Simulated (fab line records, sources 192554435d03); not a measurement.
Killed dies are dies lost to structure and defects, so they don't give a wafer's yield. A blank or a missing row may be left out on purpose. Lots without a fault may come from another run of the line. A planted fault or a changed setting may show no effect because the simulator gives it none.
Problem report in the 8D (eight disciplines) form, filled by code | flow n5_finfet | the parts of the form that need people (team, actions taken, sign-off) are left out

1. THE PROBLEM
run_length_s at N5_BEOL_M9_CVD_78 reads a mean of 116.7 s on 3 wafers of 3 lots; wafers without a fault read 161.8 s with a standard deviation of 0.54. That is -83 standard deviations from the usual mean.
The step: deposits Co from CCTBA/H2, target thk 2 nm, time 138.9 s.
First seen on wafer L766.3, day 10 22:17, on cvd_co-01. The record holds 34 wafers of 12 lots with a number at this step. Rule for "out", or "out of limits": more than 4 standard deviations from the usual mean. The other wafers with a number count as sound.

2. WHAT IT IS AND WHAT IT IS NOT
question                    | is                     | is not
which readings at this step | run_length_s           | -
which lots                  | L766, L768, L769       | L762, L763, L770, L778, L779, L780, L781, L782, L785
which wafers of those lots  | L766.3, L768.3, L769.3 | L766.6, L768.1, L768.2, L769.6
read on which tools         | cvd_co-01              | cvd_co-02
when                        | from day 10 22:17      | up to then (7 sound wafers); but 24 sound wafers of L768, L769, L770, L778, L779, L780, L781, L782, L785 came after

3. SUSPECTS, AND WHAT RULES EACH OUT
Counting: a tool at a process step up to the reading stays a suspect if it ran every lot that is out. Sound lots after the first of them don't rule it out here, since some wafers of a struck lot are sound.
- rie_diel-05 at N5_BEOL_M9_STRIP_36 (strips in N2/H2): kept. It ran every lot that is out, first L766 (day 10 20:46).
- cvd_co-01 at N5_BEOL_M9_CVD_78 (deposits Co from CCTBA/H2, target thk 2 nm, time 138.9 s): kept. It ran every lot that is out, first L766 (day 10 22:17); its last sound lot up to then is L763 (day 10 11:11). Its own readings are out on those wafers: run_length_s.
Left after counting: rie_diel-05 at N5_BEOL_M9_STRIP_36, cvd_co-01 at N5_BEOL_M9_CVD_78.

4. THE CAUSE (what the simulator had put in)
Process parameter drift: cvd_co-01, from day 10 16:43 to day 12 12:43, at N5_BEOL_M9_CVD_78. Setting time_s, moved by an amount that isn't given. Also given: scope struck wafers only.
Counting left 2 suspects, and this tool is among them.

5. THE CHAIN OF EFFECTS, in route order
Each row: a reading whose mean over the struck wafers that have a number lies more than 3 standard deviations from the usual. Only readings for which the record gives a usual standard deviation are gone through. hours: the time from each lot's start at the first step in this table that gives one to its start at this step, as a median over the lots. sigmas: the change in usual standard deviations.
hours | step              | reading      | usual   | on struck wafers | change | sigmas
0     | N5_BEOL_M9_CVD_78 | run_length_s | 161.8 s | 116.7            | -45.1  | -83
The process steps in it:
- N5_BEOL_M9_CVD_78: deposits Co from CCTBA/H2, target thk 2 nm, time 138.9 s.
Later measuring or inspecting steps at which every struck wafer that the step has a row for has a number for every such reading, and none has moved that far: N5_BEOL_M9_INSPECT_58.

6. WHAT WOULD HAVE CAUGHT IT SOONER
In this record the first reading out of limits was taken at day 10 22:17, 6 hours after the fault began at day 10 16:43.
